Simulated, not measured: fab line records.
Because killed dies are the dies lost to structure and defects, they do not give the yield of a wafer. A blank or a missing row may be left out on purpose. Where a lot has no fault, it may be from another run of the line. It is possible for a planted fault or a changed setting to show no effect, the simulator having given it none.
Problem report in the 8D (eight disciplines) form, filled by code + flow n5_finfet + the parts of the form that need people (team, actions taken, sign-off) are left out

## 1. WHAT WENT WRONG
On 2 wafers of 1 lot, run_length_s at N5_BEOL_M8_CVD_78 has a mean of 268.0 s; fault-free wafers read 165.5 s, standard deviation 0.44. So: +99 or more standard deviations from the usual mean.
The step: deposits Co from CCTBA/H2, target thk 2 nm, time 142.3 s.
First seen on wafer L987.5, day 12 18:52, on cvd_co-01. The record has a number at this step for 32 wafers belonging to 11 lots. By rule, "out" or "out of limits" means more than 4 standard deviations away from the usual mean. The other wafers with a number count as sound.

## 2. WHAT IT IS, WHAT IT ISN'T
| question                    | is                     | is not                                                                          |
|-----------------------------|------------------------|---------------------------------------------------------------------------------|
| which readings at this step | run_length_s           | chamber_pressure_Torr                                                           |
| which lots                  | L987                   | L974, L975, L976, L979, L980, L981, L984, L994, L996, L997                      |
| which wafers of those lots  | all that have a number | -                                                                               |
| read on which tools         | cvd_co-01              | cvd_co-02                                                                       |
| when                        | from day 12 18:52      | up to then (21 sound wafers); but 9 sound wafers of L994, L996, L997 came after |

## 3. THE SUSPECTS, EACH WITH WHAT RULES IT OUT
Counting: a tool stays on the suspect list if, at a process step up to the reading, it processed all lots that are out and no sound lot following the first of them.
- rie_diel-04 at N5_BEOL_M8_TRENCH_ETCH_37 (etches SiCOH lowk in C4F6/O2, target depth 93.478 nm, time 31.2 s): ruled out as a lasting fault. Sound lots L994, L997 ran on it after its first lot that is out, L987 (day 12 17:38). N5_BEOL_M8_TRENCH_ETCH_37 gives no start for some lots, so the hours and the order of its lots are those of N5_BEOL_M8_CURE_75.
- uv_cure-01 at N5_BEOL_M8_CURE_75 (cures SiCOH lowk, time 120 s): ruled out as a lasting fault. Sound lots L996, L997 ran on it after its first lot that is out, L987 (day 12 17:38).
- cvd_co-01 at N5_BEOL_M8_CVD_78 (deposits Co from CCTBA/H2, target thk 2 nm, time 142.3 s): kept. It ran the lot that is out, L987 (day 12 18:52), and no sound lot after that; its last sound lot up to then is L984 (day 11 18:05). Its own readings are out on those wafers: run_length_s.
After counting, what remains is cvd_co-01 at N5_BEOL_M8_CVD_78.

## 4. THE CAUSE (what the simulator had put in)
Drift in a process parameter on cvd_co-01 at N5_BEOL_M8_CVD_78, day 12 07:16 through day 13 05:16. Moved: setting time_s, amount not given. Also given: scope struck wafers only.
This tool alone remained once counting was done.

## 5. THE EFFECT CHAIN, in route order
Each row: a reading whose mean over the struck wafers that have a number lies more than 3 standard deviations from the usual. Only readings whose record carries a usual standard deviation are examined. hours: median over the lots of the time between each lot's start at the first step of this table that gives one and its start at this step. sigmas: the change, counted in usual standard deviations.
| hours | step              | reading      | usual   | on struck wafers | change | sigmas      |
|-------|-------------------|--------------|---------|------------------|--------|-------------|
| 0     | N5_BEOL_M8_CVD_78 | run_length_s | 165.5 s | 268.0            | +102.5 | +99 or more |
Process steps it contains:
- N5_BEOL_M8_CVD_78: deposits Co from CCTBA/H2, target thk 2 nm, time 142.3 s.
Later steps that measure or inspect, where all struck wafers having a row at the step show a number for every such reading and not one has moved that far: N5_BEOL_M8_THK_MEAS_53.

## 6. WHAT WOULD HAVE CAUGHT IT SOONER
12 hours passed between the start of the fault at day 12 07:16 and the first reading out of limits in this record, taken at day 12 18:52.
